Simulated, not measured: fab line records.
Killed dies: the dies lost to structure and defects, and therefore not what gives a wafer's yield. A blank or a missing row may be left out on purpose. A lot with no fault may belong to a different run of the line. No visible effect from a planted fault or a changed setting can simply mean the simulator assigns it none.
Lot-split experiment || flow n5 finfet || route with 1938 steps; 7 lots, 39 wafers read

## THE SPLIT
At N5_DUMMY_GATE_ETCH_42 (etches SiO2 in CHF3/O2, target depth 3.5 nm, time 31 s), the setting bias w was moved away from the recipe's 12 W on 18 of the 39 wafers read, by -17.7% to +9.4%. All remaining wafers had this setting at the recipe value.

The reading comes from the split's own step.

## THE READING
rf vpp V, in V, at N5_DUMMY_GATE_ETCH_42 (etches SiO2 in CHF3/O2, target depth 3.5 nm, time 31 s). Fault-free wafers of this fab line usually give 42.5 V, standard deviation 1.1 V.

{"wafer": "L076.1", "tool, chamber at the split": "rie diel-01, 0", "bias w as run, W": 12, "against the recipe": "recipe", "rf vpp V, V": 42.3, "against lot-mates on the recipe": "-"}
{"wafer": "L076.2", "tool, chamber at the split": "rie diel-01, 1", "bias w as run, W": 11.41, "against the recipe": "-4.9%", "rf vpp V, V": 39.9, "against lot-mates on the recipe": -2.4}
{"wafer": "L076.3", "tool, chamber at the split": "rie diel-01, 2", "bias w as run, W": 12, "against the recipe": "recipe", "rf vpp V, V": 43.3, "against lot-mates on the recipe": "-"}
{"wafer": "L076.4", "tool, chamber at the split": "rie diel-01, 3", "bias w as run, W": 12, "against the recipe": "recipe", "rf vpp V, V": 41.4, "against lot-mates on the recipe": "-"}
{"wafer": "L076.5", "tool, chamber at the split": "rie diel-01, 1", "bias w as run, W": 11.41, "against the recipe": "-4.9%", "rf vpp V, V": 41.7, "against lot-mates on the recipe": -0.6}
{"wafer": "L076.6", "tool, chamber at the split": "rie diel-01, 2", "bias w as run, W": 11.41, "against the recipe": "-4.9%", "rf vpp V, V": 41.3, "against lot-mates on the recipe": -1.0}
{"wafer": "L082.1", "tool, chamber at the split": "rie diel-01, 0", "bias w as run, W": 12, "against the recipe": "recipe", "rf vpp V, V": 40.0, "against lot-mates on the recipe": "-"}
{"wafer": "L082.2", "tool, chamber at the split": "rie diel-01, 3", "bias w as run, W": 12, "against the recipe": "recipe", "rf vpp V, V": 41.7, "against lot-mates on the recipe": "-"}
{"wafer": "L082.3", "tool, chamber at the split": "rie diel-01, 1", "bias w as run, W": 13.13, "against the recipe": "+9.4%", "rf vpp V, V": 43.7, "against lot-mates on the recipe": "+2.1"}
{"wafer": "L082.4", "tool, chamber at the split": "rie diel-01, 2", "bias w as run, W": 13.13, "against the recipe": "+9.4%", "rf vpp V, V": 44.8, "against lot-mates on the recipe": "+3.2"}
{"wafer": "L082.5", "tool, chamber at the split": "rie diel-01, 2", "bias w as run, W": 13.13, "against the recipe": "+9.4%", "rf vpp V, V": 46.2, "against lot-mates on the recipe": "+4.6"}
{"wafer": "L082.6", "tool, chamber at the split": "rie diel-01, 1", "bias w as run, W": 12, "against the recipe": "recipe", "rf vpp V, V": 43.0, "against lot-mates on the recipe": "-"}
{"wafer": "L084.1", "tool, chamber at the split": "rie diel-06, 2", "bias w as run, W": 12, "against the recipe": "recipe", "rf vpp V, V": 42.5, "against lot-mates on the recipe": "-"}
{"wafer": "L084.2", "tool, chamber at the split": "rie diel-06, 3", "bias w as run, W": 12, "against the recipe": "recipe", "rf vpp V, V": 42.5, "against lot-mates on the recipe": "-"}
{"wafer": "L084.3", "tool, chamber at the split": "rie diel-06, 1", "bias w as run, W": 10.42, "against the recipe": "-13.2%", "rf vpp V, V": 38.7, "against lot-mates on the recipe": -4.2}
{"wafer": "L084.4", "tool, chamber at the split": "rie diel-06, 0", "bias w as run, W": 12, "against the recipe": "recipe", "rf vpp V, V": 43.8, "against lot-mates on the recipe": "-"}
{"wafer": "L084.5", "tool, chamber at the split": "rie diel-06, 1", "bias w as run, W": 10.42, "against the recipe": "-13.2%", "rf vpp V, V": 38.9, "against lot-mates on the recipe": -4.0}
{"wafer": "L084.6", "tool, chamber at the split": "rie diel-06, 0", "bias w as run, W": 10.42, "against the recipe": "-13.2%", "rf vpp V, V": 37.1, "against lot-mates on the recipe": -5.8}
{"wafer": "L085.1", "tool, chamber at the split": "rie diel-01, 3", "bias w as run, W": 12, "against the recipe": "recipe", "rf vpp V, V": 42.1, "against lot-mates on the recipe": "-"}
{"wafer": "L085.3", "tool, chamber at the split": "rie diel-01, 1", "bias w as run, W": 12, "against the recipe": "recipe", "rf vpp V, V": 42.5, "against lot-mates on the recipe": "-"}
{"wafer": "L085.6", "tool, chamber at the split": "rie diel-01, 1", "bias w as run, W": 12, "against the recipe": "recipe", "rf vpp V, V": 43.3, "against lot-mates on the recipe": "-"}
{"wafer": "L094.1", "tool, chamber at the split": "rie diel-01, 2", "bias w as run, W": 12, "against the recipe": "recipe", "rf vpp V, V": 43.8, "against lot-mates on the recipe": "-"}
{"wafer": "L094.2", "tool, chamber at the split": "rie diel-01, 3", "bias w as run, W": 12, "against the recipe": "recipe", "rf vpp V, V": 42.1, "against lot-mates on the recipe": "-"}
{"wafer": "L094.3", "tool, chamber at the split": "rie diel-01, 1", "bias w as run, W": 10.82, "against the recipe": "-9.8%", "rf vpp V, V": 40.1, "against lot-mates on the recipe": -2.6}
{"wafer": "L094.4", "tool, chamber at the split": "rie diel-01, 0", "bias w as run, W": 10.82, "against the recipe": "-9.8%", "rf vpp V, V": 38.9, "against lot-mates on the recipe": -3.8}
{"wafer": "L094.5", "tool, chamber at the split": "rie diel-01, 1", "bias w as run, W": 10.82, "against the recipe": "-9.8%", "rf vpp V, V": 38.5, "against lot-mates on the recipe": -4.2}
{"wafer": "L094.6", "tool, chamber at the split": "rie diel-01, 0", "bias w as run, W": 12, "against the recipe": "recipe", "rf vpp V, V": 42.3, "against lot-mates on the recipe": "-"}
{"wafer": "L095.1", "tool, chamber at the split": "rie diel-06, 0", "bias w as run, W": 12, "against the recipe": "recipe", "rf vpp V, V": 40.9, "against lot-mates on the recipe": "-"}
{"wafer": "L095.2", "tool, chamber at the split": "rie diel-06, 1", "bias w as run, W": 10.51, "against the recipe": "-12.4%", "rf vpp V, V": 38.6, "against lot-mates on the recipe": -3.3}
{"wafer": "L095.3", "tool, chamber at the split": "rie diel-06, 3", "bias w as run, W": 10.51, "against the recipe": "-12.4%", "rf vpp V, V": 39.2, "against lot-mates on the recipe": -2.7}
{"wafer": "L095.4", "tool, chamber at the split": "rie diel-06, 2", "bias w as run, W": 10.51, "against the recipe": "-12.4%", "rf vpp V, V": 37.0, "against lot-mates on the recipe": -4.9}
{"wafer": "L095.5", "tool, chamber at the split": "rie diel-06, 1", "bias w as run, W": 12, "against the recipe": "recipe", "rf vpp V, V": 43.4, "against lot-mates on the recipe": "-"}
{"wafer": "L095.6", "tool, chamber at the split": "rie diel-06, 2", "bias w as run, W": 12, "against the recipe": "recipe", "rf vpp V, V": 41.3, "against lot-mates on the recipe": "-"}
{"wafer": "L096.1", "tool, chamber at the split": "rie diel-06, 1", "bias w as run, W": 9.871, "against the recipe": "-17.7%", "rf vpp V, V": 37.8, "against lot-mates on the recipe": -4.6}
{"wafer": "L096.2", "tool, chamber at the split": "rie diel-06, 3", "bias w as run, W": 12, "against the recipe": "recipe", "rf vpp V, V": 42.3, "against lot-mates on the recipe": "-"}
{"wafer": "L096.3", "tool, chamber at the split": "rie diel-06, 0", "bias w as run, W": 12, "against the recipe": "recipe", "rf vpp V, V": 41.2, "against lot-mates on the recipe": "-"}
{"wafer": "L096.4", "tool, chamber at the split": "rie diel-06, 2", "bias w as run, W": 9.871, "against the recipe": "-17.7%", "rf vpp V, V": 35.0, "against lot-mates on the recipe": -7.4}
{"wafer": "L096.5", "tool, chamber at the split": "rie diel-06, 0", "bias w as run, W": 9.871, "against the recipe": "-17.7%", "rf vpp V, V": 36.5, "against lot-mates on the recipe": -5.9}
{"wafer": "L096.6", "tool, chamber at the split": "rie diel-06, 3", "bias w as run, W": 12, "against the recipe": "recipe", "rf vpp V, V": 43.8, "against lot-mates on the recipe": "-"}

THE FIT
A straight line over all 39 wafers: rf vpp V changes by +0.316 V for each +1% of bias w; r = +0.92; the points scatter about the line by 1 V.
The same after taking each lot's own level away (the mean of its wafers on the recipe; 39 wafers): +0.339 V for each +1%; r = +0.93; scatter 0.95 V.
That fit puts the effect of the largest move of bias w on the reading at 6 V.
The lots' own levels span 41.57 to 42.93 V, that is 1.2 times the standard deviation above.
The two slopes agree, so the slope changes little with the lot-to-lot level.
Check: -6.15 V against its lot-mates is what the line predicts for one of the wafers moved furthest among these (-17.7%) when that wafer is left out of the fit. Against them it came out at -4.63 V.
Tool readings at the split's step, against how far the setting was moved: rf vpp V r = +0.92.

## THESE WAFERS: OTHER SPLITS
Before the reading, these wafers also passed through other splits. Each is held against what the fit with the lots' levels taken away leaves over:
{"other split on the same wafers": "N5_WELL_APT_IMPLANT_15 energy kev", "wafers away from the commonest value": 12, "r with rf vpp V (lot level and that fit taken away)": "+0.06"}
{"other split on the same wafers": "N5_FIN_CUT_ETCH_21 time s", "wafers away from the commonest value": 9, "r with rf vpp V (lot level and that fit taken away)": -0.11}
{"other split on the same wafers": "N5_DUMMY_GATE_ETCH_32 time s", "wafers away from the commonest value": 9, "r with rf vpp V (lot level and that fit taken away)": -0.25}

## FILE'S OWN FIT
rf vpp V changes by +0.335 V for each +1% of bias w, r = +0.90.
